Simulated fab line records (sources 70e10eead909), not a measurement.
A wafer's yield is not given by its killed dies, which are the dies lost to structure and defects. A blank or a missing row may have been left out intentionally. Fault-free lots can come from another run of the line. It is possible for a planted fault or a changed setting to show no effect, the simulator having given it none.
Which of the tools did it? :: flow nand harc :: Sampling: 13 lots, 39 wafers, 5 of 1302 route steps

== WHAT THE GAUGES SHOWED, per wafer ==
NHARC_A_DECK1_JOINT_THK_MEAS_17: measures by ellipsometry. Usual: thk nm at 45.1 nm, with a standard deviation of 1.3.
lot: L632
measured: day 12 12:41
on: film metro-02
thk nm (nm): 46.2 45.9 44.3
flag: 

lot: L633
measured: day 12 12:46
on: film metro-01
thk nm (nm): 45.2 46.8 44.3
flag: 

lot: L635
measured: day 13 19:30
on: film metro-02
thk nm (nm): 44.9 44.5 45.2
flag: 

lot: L636
measured: day 14 00:56
on: film metro-01
thk nm (nm): 44.1 48.2 46.2
flag: 

lot: L637
measured: day 14 11:44
on: film metro-02
thk nm (nm): 43.1 43.9 45.8
flag: 

lot: L638
measured: day 14 11:50
on: film metro-02
thk nm (nm): 42.9 44.8 43.3
flag: 

lot: L639
measured: day 15 03:58
on: film metro-02
thk nm (nm): 44.8 47.8 45.1
flag: 

lot: L642
measured: day 16 11:50
on: film metro-02
thk nm (nm): 44.0 46.5 42.1
flag: 

lot: L646
measured: day 18 12:55
on: film metro-02
thk nm (nm): 44.9 45.6 36.7
flag: 

lot: L649
measured: day 18 20:56
on: film metro-01
thk nm (nm): 47.3 35.9 44.0
flag: 

lot: L653
measured: day 21 04:48
on: film metro-02
thk nm (nm): 45.2 44.6 47.3
flag: 

lot: L654
measured: day 21 12:55
on: film metro-01
thk nm (nm): 44.4 47.2 47.0
flag: 

lot: L655
measured: day 22 09:35
on: film metro-02
thk nm (nm): 44.5 42.9 44.9
flag: 

NHARC_A_ONON_D2_THK_MEAS_11: measures by ellipsometry. Usual: thk nm at 1001 nm, with a standard deviation of 10.
lot: L632
measured: day 12 15:01
on: film metro-01
thk nm (nm): 1010 1011 1012
flag: 

lot: L633
measured: day 12 15:05
on: film metro-02
thk nm (nm): 984 987 987
flag: 

lot: L635
measured: day 13 21:49
on: film metro-02
thk nm (nm): 988 986 986
flag: 

lot: L636
measured: day 14 03:16
on: film metro-01
thk nm (nm): 990 992 993
flag: 

lot: L637
measured: day 14 14:02
on: film metro-01
thk nm (nm): 997 998 997
flag: 

lot: L638
measured: day 14 14:08
on: film metro-02
thk nm (nm): 1010 1010 1009
flag: 

lot: L639
measured: day 15 06:17
on: film metro-02
thk nm (nm): 1012 1012 1012
flag: 

lot: L642
measured: day 16 14:10
on: film metro-01
thk nm (nm): 999 999 998
flag: 

lot: L646
measured: day 18 15:20
on: film metro-01
thk nm (nm): 993 993 995
flag: 

lot: L649
measured: day 18 23:16
on: film metro-02
thk nm (nm): 1004 1003 1003
flag: 

lot: L653
measured: day 21 07:07
on: film metro-01
thk nm (nm): 992 990 990
flag: 

lot: L654
measured: day 21 15:13
on: film metro-01
thk nm (nm): 1013 1015 1014
flag: 

lot: L655
measured: day 22 11:54
on: film metro-02
thk nm (nm): 1003 1003 1005
flag: 

NHARC_A_ONON_D2_THK_MEAS_24: measures by ellipsometry. Usual: thk nm at 1002 nm, with a standard deviation of 11.
lot: L632
measured: day 13 00:05
on: film metro-02
thk nm (nm): 1009 1008 1009
flag: 

lot: L633
measured: day 13 00:06
on: film metro-01
thk nm (nm): 1002 1001 1001
flag: 

lot: L635
measured: day 14 10:47
on: film metro-02
thk nm (nm): 1008 1008 1012
flag: 

lot: L636
measured: day 14 10:48
on: film metro-01
thk nm (nm): 997 998 996
flag: 

lot: L637
measured: day 15 02:02
on: film metro-01
thk nm (nm): 1022 1023 1021
flag: 

lot: L638
measured: day 15 02:02
on: film metro-02
thk nm (nm): 984 983 982
flag: 

lot: L639
measured: day 15 15:44
on: film metro-02
thk nm (nm): 998 997 995
flag: 

lot: L642
measured: day 16 23:54
on: film metro-01
thk nm (nm): 1004 1003 1002
flag: 

lot: L646
measured: day 19 00:14
on: film metro-01
thk nm (nm): 992 994 996
flag: 

lot: L649
measured: day 19 08:15
on: film metro-01
thk nm (nm): 1000 1001 1000
flag: 

lot: L653
measured: day 21 20:39
on: film metro-01
thk nm (nm): 988 986 989
flag: 

lot: L654
measured: day 22 00:19
on: film metro-02
thk nm (nm): 1003 1002 1000
flag: 

lot: L655
measured: day 22 20:57
on: film metro-02
thk nm (nm): 1014 1016 1015
flag: 

== TOOL THAT RAN EACH LOT (tool first, then ch and the chambers of the sampled wafers, then the start) ==
lot: L632
NHARC_A_CHANNEL_FILL_D1_ETCHBACK_08: rie diel-03 ch 1,2,3, day 12 12:25 or earlier
NHARC_A_DECK1_JOINT_DEP_16: pecvd-03 ch 0,1,2, day 12 12:25

lot: L633
NHARC_A_CHANNEL_FILL_D1_ETCHBACK_08: rie diel-09 ch 0,2,3, day 12 12:25 or earlier
NHARC_A_DECK1_JOINT_DEP_16: pecvd-02 ch 0,1, day 12 12:25

lot: L635
NHARC_A_CHANNEL_FILL_D1_ETCHBACK_08: rie diel-03 ch 0,1,3, day 13 19:08 or earlier
NHARC_A_DECK1_JOINT_DEP_16: pecvd-02 ch 0,1, day 13 19:08

lot: L636
NHARC_A_CHANNEL_FILL_D1_ETCHBACK_08: rie diel-05 ch 0,2, day 14 00:40 or earlier
NHARC_A_DECK1_JOINT_DEP_16: pecvd-03 ch 1,2, day 14 00:40

lot: L637
NHARC_A_CHANNEL_FILL_D1_ETCHBACK_08: rie diel-05 ch 1,2, day 14 11:29 or earlier
NHARC_A_DECK1_JOINT_DEP_16: pecvd-04 ch 1,2, day 14 11:29

lot: L638
NHARC_A_CHANNEL_FILL_D1_ETCHBACK_08: rie diel-09 ch 0,1,2, day 14 11:28 or earlier
NHARC_A_DECK1_JOINT_DEP_16: pecvd-02 ch 0,1, day 14 11:28

lot: L639
NHARC_A_CHANNEL_FILL_D1_ETCHBACK_08: rie diel-05 ch 0,3, day 15 03:43 or earlier
NHARC_A_DECK1_JOINT_DEP_16: pecvd-04 ch 0,1,2, day 15 03:43

lot: L642
NHARC_A_CHANNEL_FILL_D1_ETCHBACK_08: rie diel-03 ch 0,1, day 16 11:16 or earlier
NHARC_A_DECK1_JOINT_DEP_16: pecvd-02 ch 0, day 16 11:16

lot: L646
NHARC_A_CHANNEL_FILL_D1_ETCHBACK_08: rie diel-05 ch 1,2,3, day 18 12:38 or earlier
NHARC_A_DECK1_JOINT_DEP_16: pecvd-03 ch 0,2, day 18 12:38

lot: L649
NHARC_A_CHANNEL_FILL_D1_ETCHBACK_08: rie diel-03 ch 0,1,3, day 18 20:43 or earlier
NHARC_A_DECK1_JOINT_DEP_16: pecvd-03 ch 0,1,2, day 18 20:43

lot: L653
NHARC_A_CHANNEL_FILL_D1_ETCHBACK_08: rie diel-03 ch 0,2,3, day 21 04:33 or earlier
NHARC_A_DECK1_JOINT_DEP_16: pecvd-02 ch 0,2, day 21 04:33

lot: L654
NHARC_A_CHANNEL_FILL_D1_ETCHBACK_08: rie diel-09 ch 0,1,3, day 21 12:37 or earlier
NHARC_A_DECK1_JOINT_DEP_16: pecvd-02 ch 0,2, day 21 12:37

lot: L655
NHARC_A_CHANNEL_FILL_D1_ETCHBACK_08: rie diel-09 ch 1,2, day 22 09:22 or earlier
NHARC_A_DECK1_JOINT_DEP_16: pecvd-03 ch 0,1,2, day 22 09:22
- NHARC_A_CHANNEL_FILL_D1_ETCHBACK_08: etches the open film in C4F8, target depth 220 nm, time 110 s.
- NHARC_A_DECK1_JOINT_DEP_16: deposits SiO2, target thk 45 nm.

== AS READ BY THE TOOLS THEMSELVES (means over the sampled wafers that have a number; for cases with no such wafer, the mark the record gives instead) ==
NHARC_A_CHANNEL_FILL_D1_ETCHBACK_08. Usual: oes product au 0.95 a.u., standard deviation 0.038; rf vpp V 441.3 V, standard deviation 2.6.
lot: L632
tool: rie diel-03
oes product au (a.u.): 0.91
rf vpp V (V): 439.0
flag: 

lot: L633
tool: rie diel-09
oes product au (a.u.): 0.99
rf vpp V (V): 442.2
flag: 

lot: L635
tool: rie diel-03
oes product au (a.u.): 0.92
rf vpp V (V): 440.3
flag: 

lot: L636
tool: rie diel-05
oes product au (a.u.): 0.94
rf vpp V (V): 440.9
flag: 

lot: L637
tool: rie diel-05
oes product au (a.u.): 1.00
rf vpp V (V): 439.3
flag: 

lot: L638
tool: rie diel-09
oes product au (a.u.): 0.92
rf vpp V (V): 442.7
flag: 

lot: L639
tool: rie diel-05
oes product au (a.u.): 0.93
rf vpp V (V): 442.1
flag: 

lot: L642
tool: rie diel-03
oes product au (a.u.): 1.00
rf vpp V (V): 440.9
flag: 

lot: L646
tool: rie diel-05
oes product au (a.u.): 0.93
rf vpp V (V): 442.3
flag: 

lot: L649
tool: rie diel-03
oes product au (a.u.): 0.91
rf vpp V (V): 440.4
flag: 

lot: L653
tool: rie diel-03
oes product au (a.u.): 0.91
rf vpp V (V): 439.1
flag: 

lot: L654
tool: rie diel-09
oes product au (a.u.): 0.93
rf vpp V (V): 442.3
flag: 

lot: L655
tool: rie diel-09
oes product au (a.u.): 0.93
rf vpp V (V): 442.3
flag: 

NHARC_A_DECK1_JOINT_DEP_16. Usual: heater power w 565 W, standard deviation 100; throttle valve pct 15.7 %, standard deviation 0.51.
lot: L632
tool: pecvd-03
heater power w (W): 503
throttle valve pct (%): 15.9
flag: 

lot: L633
tool: pecvd-02
heater power w (W): 607
throttle valve pct (%): 15.2
flag: 

lot: L635
tool: pecvd-02
heater power w (W): 676
throttle valve pct (%): 15.3
flag: 

lot: L636
tool: pecvd-03
heater power w (W): 580
throttle valve pct (%): 15.4
flag: 

lot: L637
tool: pecvd-04
heater power w (W): 632
throttle valve pct (%): 15.9
flag: 

lot: L638
tool: pecvd-02
heater power w (W): 653
throttle valve pct (%): 15.4
flag: 

lot: L639
tool: pecvd-04
heater power w (W): 682
throttle valve pct (%): 15.6
flag: 

lot: L642
tool: pecvd-02
heater power w (W): 607
throttle valve pct (%): 16.1
flag: 

lot: L646
tool: pecvd-03
heater power w (W): 568
throttle valve pct (%): 15.7
flag: 

lot: L649
tool: pecvd-03
heater power w (W): 504
throttle valve pct (%): 15.5
flag: 

lot: L653
tool: pecvd-02
heater power w (W): 499
throttle valve pct (%): 16.0
flag: 

lot: L654
tool: pecvd-02
heater power w (W): 523
throttle valve pct (%): 16.2
flag: 

lot: L655
tool: pecvd-03
heater power w (W): 491
throttle valve pct (%): 15.8
flag: 

== THE ANSWER, worked out from the rows above alone ==
Rule: a lot counts as off when the mean over its wafers that have a number is more than 3 standard deviations away from the usual mean. Also off: a lot with no number at a reading for which 4 or more lots have one. The other lots that the step has rows for count as sound. The gauges are gone through in route order, then the tools' own readings, and for those a lot's mean is taken as printed above. The first step at which some lot is off is used, and at that step the reading that is off furthest; a lot without a number counts as furthest.
None of the lots is off at any reading shown; this tells nothing.

== WHAT THE SIMULATOR HAD PUT IN ==
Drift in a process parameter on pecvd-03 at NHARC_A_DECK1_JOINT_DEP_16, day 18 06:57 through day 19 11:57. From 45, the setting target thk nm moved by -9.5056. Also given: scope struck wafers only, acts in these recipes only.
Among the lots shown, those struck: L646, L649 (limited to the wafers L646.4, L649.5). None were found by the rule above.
